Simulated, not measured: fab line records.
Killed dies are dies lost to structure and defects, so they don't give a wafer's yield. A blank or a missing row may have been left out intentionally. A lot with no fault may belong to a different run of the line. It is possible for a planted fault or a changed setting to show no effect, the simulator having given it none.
Which of the tools did it?    flow n5_finfet    24 lots with 72 wafers sampled at 5 steps, on a route of 1938 steps

WHAT EACH GAUGE READ, for each wafer
N5_BEOL_M13_OCD_MEAS_35. Usual: 414 nm for trench_depth_nm, sd 6.7.
lot   measured      on      trench_depth_nm (nm)  flag
L074  day 11 01:16  ocd-01  415 410 417           
L075  day 11 01:35  ocd-02  419 420 406           
L076  day 11 06:41  ocd-01  404 409 405           
L077  day 11 07:04  ocd-02  426 410 415           
L079  day 11 20:05  ocd-02  421 418 420           
L078  day 11 20:47  ocd-01  416 413 409           
L080  day 12 04:59  ocd-02  410 420 419           
L081  day 12 08:51  ocd-01  425 418 412           
L082  day 12 12:10  ocd-01  410 411 417           
L083  day 13 00:53  ocd-02  420 421 425           
L085  day 13 04:10  ocd-02  406 414 417           
L084  day 13 04:47  ocd-01  415 416 417           
L086  day 14 05:38  ocd-01  403 416 404           
L087  day 14 09:27  ocd-02  401 412 425           
L089  day 14 15:42  ocd-02  421 408 421           
L088  day 14 21:50  ocd-01  404 419 419           
L091  day 15 04:13  ocd-01  427 404 410           
L090  day 15 16:53  ocd-01  402 413 416           
L092  day 16 10:23  ocd-02  417 416 412           
L093  day 17 07:52  ocd-02  420 417 404           
L094  day 17 15:26  ocd-01  404 416 426           
L096  day 17 17:13  ocd-01  416 417 407           
L097  day 18 22:34  ocd-02  412 403 414           
L095  day 19 02:58  ocd-02  417 412 397           

N5_BEOL_M14_INSPECT_12: inspects for defects (macro). Usual: 2.0 for raw_defect_count, sd 1.3.
lot   measured      on                 raw_defect_count  flag
L074  day 11 04:35  defect_inspect-02  3 2 3             
L075  day 11 04:47  defect_inspect-02  1 0 1             
L076  day 11 11:15  defect_inspect-02  1 2 0             
L077  day 11 12:29  defect_inspect-02  1 4 1             
L079  day 11 22:53  defect_inspect-01  2 3 4             
L078  day 11 23:31  defect_inspect-01  1 3 2             
L080  day 12 07:39  defect_inspect-02  2 5 2             
L081  day 12 12:00  defect_inspect-01  3 3 1             
L082  day 12 17:38  defect_inspect-02  3 0 2             
L083  day 13 05:07  defect_inspect-02  3 1 2             
L085  day 13 08:14  defect_inspect-01  0 0 8             
L084  day 13 08:49  defect_inspect-01  1 2 3             
L086  day 14 09:11  defect_inspect-01  1 2 3             
L087  day 14 14:20  defect_inspect-01  1 0 1             
L089  day 14 20:32  defect_inspect-01  5 2 1             
L088  day 15 01:54  defect_inspect-02  3 2 1             
L091  day 15 06:42  defect_inspect-01  0 1 3             
L090  day 16 02:20  defect_inspect-01  1 2 1             
L092  day 16 15:25  defect_inspect-02  1 1 1             
L093  day 17 10:47  defect_inspect-01  1 3 1             
L094  day 17 18:41  defect_inspect-02  0 2 3             
L096  day 18 00:52  defect_inspect-01  2 1 2             
L097  day 19 02:19  defect_inspect-01  4 4 1             
L095  day 19 06:28  defect_inspect-01  4 2 2             

N5_BEOL_M14_OCD_MEAS_35. Usual: 551 nm for trench_depth_nm, sd 13.
lot   measured      on      trench_depth_nm (nm)  flag
L074  day 11 06:05  ocd-01  538 554 574           
L075  day 11 06:30  ocd-02  532 537 532           
L076  day 11 12:56  ocd-02  582 545 585           
L077  day 11 14:08  ocd-01  539 567 549           
L079  day 12 01:08  ocd-02  533 549 550           
L078  day 12 01:56  ocd-01  541 530 543           
L080  day 12 09:16  ocd-02  547 558 563           
L081  day 12 13:37  ocd-01  537 553 545           
L082  day 12 19:30  ocd-02  525 543 542           
L083  day 13 06:44  ocd-02  537 532 558           
L085  day 13 09:52  ocd-01  550 569 558           
L084  day 13 10:29  ocd-02  549 562 550           
L086  day 14 10:48  ocd-01  547 564 560           
L087  day 14 15:58  ocd-01  528 560 542           
L089  day 14 22:10  ocd-02  541 540 568           
L088  day 15 03:35  ocd-02  545 530 537           
L091  day 15 08:12  ocd-02  574 553 573           
L090  day 16 04:01  ocd-02  543 573 576           
L092  day 16 16:55  ocd-02  555 551 556           
L093  day 17 12:24  ocd-01  560 532 544           
L094  day 17 20:19  ocd-02  543 555 542           
L096  day 18 02:40  ocd-01  553 555 573           
L097  day 19 04:29  ocd-01  546 561 561           
L095  day 19 08:05  ocd-02  555 554 541           

TOOL THAT RAN EACH LOT (tool first, then ch and the chambers of the sampled wafers, then the start)
lot   N5_BEOL_M13_SPUTTER_44        N5_BEOL_M14_ETCH_59
L074  pvd_sputter-01, day 11 02:53  rie_diel-05 ch 0,2,3, day 11 04:40
L075  pvd_sputter-03, day 11 02:58  rie_diel-03 ch 2,3, day 11 04:51
L076  pvd_sputter-01, day 11 09:25  rie_diel-03 ch 0,2, day 11 11:22
L077  pvd_sputter-02, day 11 10:25  rie_diel-01 ch 0,1,2, day 11 12:33
L079  pvd_sputter-01, day 11 21:04  rie_diel-05 ch 0,2, day 11 22:57
L078  pvd_sputter-01, day 11 21:41  rie_diel-03 ch 2,3, day 11 23:35
L080  pvd_sputter-03, day 12 05:49  rie_diel-01 ch 0,1,2, day 12 07:43
L081  pvd_sputter-03, day 12 10:07  rie_diel-03 ch 1,2, day 12 12:04
L082  pvd_sputter-03, day 12 15:56  rie_diel-03 ch 1,2, day 12 17:55
L083  pvd_sputter-01, day 13 03:25  rie_diel-03 ch 2,3, day 13 05:11
L085  pvd_sputter-01, day 13 06:32  rie_diel-03 ch 2,3, day 13 08:18
L084  pvd_sputter-01, day 13 06:59  rie_diel-03 ch 0,2,3, day 13 08:56
L086  pvd_sputter-03, day 14 07:29  rie_diel-01 ch 0,1,3, day 14 09:15
L087  pvd_sputter-01, day 14 12:38  rie_diel-05 ch 0,1,3, day 14 14:24
L089  pvd_sputter-01, day 14 18:50  rie_diel-03 ch 1,2, day 14 20:36
L088  pvd_sputter-01, day 15 00:05  rie_diel-01 ch 0,1,2, day 15 01:58
L091  pvd_sputter-02, day 15 04:53  rie_diel-05 ch 0,2,3, day 15 06:46
L090  pvd_sputter-02, day 16 00:31  rie_diel-01 ch 1,2,3, day 16 02:25
L092  pvd_sputter-01, day 16 13:43  rie_diel-05 ch 0,1, day 16 15:29
L093  pvd_sputter-01, day 17 08:58  rie_diel-03 ch 1,2, day 17 10:50
L094  pvd_sputter-01, day 17 16:59  rie_diel-01 ch 1,2,3, day 17 18:46
L096  pvd_sputter-03, day 17 22:46  rie_diel-01 ch 1,2,3, day 18 00:56
L097  pvd_sputter-01, day 19 00:21  rie_diel-03 ch 0,2, day 19 02:40
L095  pvd_sputter-02, day 19 04:41  rie_diel-05 ch 0,1, day 19 06:32
- N5_BEOL_M13_SPUTTER_44: material Ta, target thk 10 nm, time 16.13 s.
- N5_BEOL_M14_ETCH_59: etches BARC in N2/H2, target depth 89 nm, overetch 26.7 nm, time 67.9 s.

AS READ BY THE TOOLS THEMSELVES (means over the sampled wafers that have a number; for cases with no such wafer, the mark the record gives instead)
N5_BEOL_M13_SPUTTER_44. Usual: cathode_dc_power_W 15000 W, standard deviation 2.5; susceptor_temp_C 50.00 C, standard deviation 0.1; throttle_valve_pct 30.7 %, standard deviation 1.3.
lot   tool            cathode_dc_power_W (W)  susceptor_temp_C (C)  throttle_valve_pct (%)  flag
L074  pvd_sputter-01  14999                   50.02                 31.6                    
L075  pvd_sputter-03  15001                   50.06                 29.0                    
L076  pvd_sputter-01  15000                   49.99                 31.5                    
L077  pvd_sputter-02  15001                   50.01                 30.5                    
L079  pvd_sputter-01  15003                   49.92                 31.4                    
L078  pvd_sputter-01  15000                   49.98                 31.7                    
L080  pvd_sputter-03  15003                   49.82                 29.5                    
L081  pvd_sputter-03  14999                   49.96                 29.0                    
L082  pvd_sputter-03  15000                   50.10                 29.0                    
L083  pvd_sputter-01  15000                   50.06                 31.3                    
L085  pvd_sputter-01  14997                   49.98                 31.8                    
L084  pvd_sputter-01  15000                   49.98                 31.2                    
L086  pvd_sputter-03  15002                   49.96                 29.0                    
L087  pvd_sputter-01  15002                   50.01                 31.2                    
L089  pvd_sputter-01  14999                   50.04                 31.5                    
L088  pvd_sputter-01  14997                   50.01                 32.0                    
L091  pvd_sputter-02  14998                   50.01                 30.8                    
L090  pvd_sputter-02  15001                   49.97                 30.4                    
L092  pvd_sputter-01  15001                   50.04                 31.7                    
L093  pvd_sputter-01  14997                   49.98                 31.0                    
L094  pvd_sputter-01  15000                   50.01                 31.5                    
L096  pvd_sputter-03  14999                   50.05                 29.1                    
L097  pvd_sputter-01  15001                   49.87                 31.7                    
L095  pvd_sputter-02  14998                   50.10                 30.7                    

N5_BEOL_M14_ETCH_59. Usual: bias_w is 150.0 W with standard deviation 0.42, drypump_motor_current_A is 5.7 A with standard deviation 0.44, n2_flow_sccm is 200.0 sccm with standard deviation 0.58, oes_product_au is 0.70 a.u. with standard deviation 0.079, rf_vpp_V is 524.5 V with standard deviation 2.8, showerhead_plenum_p_Torr is 2.56 Torr with standard deviation 0.1, and throttle_valve_pct is 17.80 % with standard deviation 0.27.
lot   tool         bias_w (W)  drypump_motor_current_A (A)  n2_flow_sccm (sccm)  oes_product_au (a.u.)  rf_vpp_V (V)  showerhead_plenum_p_Torr (Torr)  throttle_valve_pct (%)  flag
L074  rie_diel-05  149.9       6.1                          200.2                0.68                   525.8         2.58                             17.79                   
L075  rie_diel-03  150.1       5.2                          199.8                0.68                   521.0         2.43                             17.92                   
L076  rie_diel-03  150.3       5.9                          199.8                0.66                   523.9         2.57                             17.96                   
L077  rie_diel-01  149.9       5.6                          200.5                0.70                   525.9         2.60                             17.76                   
L079  rie_diel-05  150.0       6.1                          199.5                0.67                   527.3         2.65                             17.88                   
L078  rie_diel-03  149.7       5.2                          200.6                0.67                   520.9         2.43                             17.93                   
L080  rie_diel-01  149.8       5.6                          199.7                0.69                   525.6         2.60                             17.77                   
L081  rie_diel-03  150.0       5.5                          200.3                0.78                   522.7         2.48                             17.54                   
L082  rie_diel-03  149.8       5.8                          200.8                0.78                   522.1         2.48                             17.46                   
L083  rie_diel-03  149.8       5.2                          200.5                0.71                   522.2         2.44                             17.82                   
L085  rie_diel-03  149.9       5.2                          200.0                0.71                   521.8         2.44                             17.82                   
L084  rie_diel-03  150.1       5.5                          200.5                0.64                   522.5         2.49                             17.98                   
L086  rie_diel-01  149.9       5.6                          200.0                0.69                   526.9         2.64                             17.94                   
L087  rie_diel-05  150.5       5.9                          199.8                0.79                   526.7         2.62                             17.51                   
L089  rie_diel-03  150.3       5.5                          199.7                0.76                   521.5         2.48                             17.58                   
L088  rie_diel-01  150.3       5.6                          200.0                0.67                   525.5         2.59                             17.82                   
L091  rie_diel-05  149.7       6.1                          199.7                0.72                   526.6         2.67                             17.71                   
L090  rie_diel-01  150.0       5.8                          199.6                0.70                   525.3         2.61                             17.92                   
L092  rie_diel-05  149.8       5.7                          200.1                0.73                   523.7         2.54                             17.57                   
L093  rie_diel-03  150.0       5.8                          200.1                0.73                   521.0         2.47                             17.53                   
L094  rie_diel-01  150.1       5.8                          199.9                0.68                   526.1         2.60                             17.94                   
L096  rie_diel-01  150.0       5.8                          200.2                0.69                   526.4         2.60                             17.96                   
L097  rie_diel-03  150.4       5.9                          199.9                0.74                   524.5         2.54                             17.73                   
L095  rie_diel-05  150.0       5.7                          200.3                0.71                   524.3         2.53                             17.59                   

THE ANSWER, worked out from the rows above alone
Rule: a lot counts as off when the mean over its wafers that have a number is more than 3 standard deviations away from the usual mean. A lot without any number at a reading at which 4 lots or more have one is off too. The other lots that the step has rows for count as sound. First the gauges in route order, then the tools' own readings, where a lot's mean is used as printed above. The first step at which some lot is off is used, and at that step the reading that is off furthest; a lot without a number counts as furthest.
Nothing can be told from this: no lot is off at any reading shown.

WHAT THE SIMULATOR HAD PUT IN
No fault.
